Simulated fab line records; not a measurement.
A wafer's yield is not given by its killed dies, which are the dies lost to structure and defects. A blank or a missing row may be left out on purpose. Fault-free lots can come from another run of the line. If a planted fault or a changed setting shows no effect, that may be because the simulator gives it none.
Matching of chambers -- flow n5Finfet -- N5_SD_EPI_P_SD_RECESS_17 on rieSi-04 has 4 sister chambers
The step chemistry HBr/Cl2/O2, target depth 39.1 nm, bt time 3 s. 8 wafers are shown with their chamber, then 8 later ones without.

## EACH WAFER AND ITS CHAMBER
wafer,chamber,oesProductAu (a.u.),biasW (W)
L074.3,0,0.995,112.1
L084.1,1,1.005,112.2
L084.3,0,0.989,112.4
L084.4,2,1.002,111.8
L087.2,3,0.998,112.4
L087.4,2,1.005,111.9
L087.6,1,1.018,112.0
L089.2,3,0.999,111.7

## WAFERS WHOSE CHAMBER IS MISSING
wafer,oesProductAu (a.u.),biasW (W)
L089.4,1.014,112.3
L089.6,1.003,111.8
L093.3,1.010,112.2
L093.4,1.004,112.6
L093.5,0.989,111.7
L094.4,1.004,111.8
L094.5,1.014,112.0
L094.6,0.999,111.9

## WHICH CHAMBER EACH ONE RAN IN
wafer,from the rows above,in truth
L089.4,can't be placed: 1 or 2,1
L089.6,can't be placed: 2 or 3 or 1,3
L093.3,can't be placed: 1 or 2 or 3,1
L093.4,can't be placed: 3 or 1 or 0 or 2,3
L093.5,can't be placed: 0 or 3 or 2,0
L094.4,can't be placed: 2 or 3 or 1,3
L094.5,can't be placed: 1 or 2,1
L094.6,can't be placed: 3 or 2 or 0 or 1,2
Placed correctly: 0 of 8. Cannot be placed on the basis of these rows: 8; the candidates contain the true chamber in 8. 0 placed wrongly.
How it was worked out, from the rows above alone: a wafer's distance from a chamber is the root of the sum, over the readings, of the square of ((its reading less the chamber's mean) divided by the reading's scatter). If the next closest chamber is less than 2 further off than the closest, the wafer can't be placed; otherwise it belongs to the closest. The mean given for a chamber averages the wafers shown for that chamber. The scatter: the root of (the sum of the squares of (reading less its chamber's mean) over the shown wafers, divided by (wafers less chambers)).
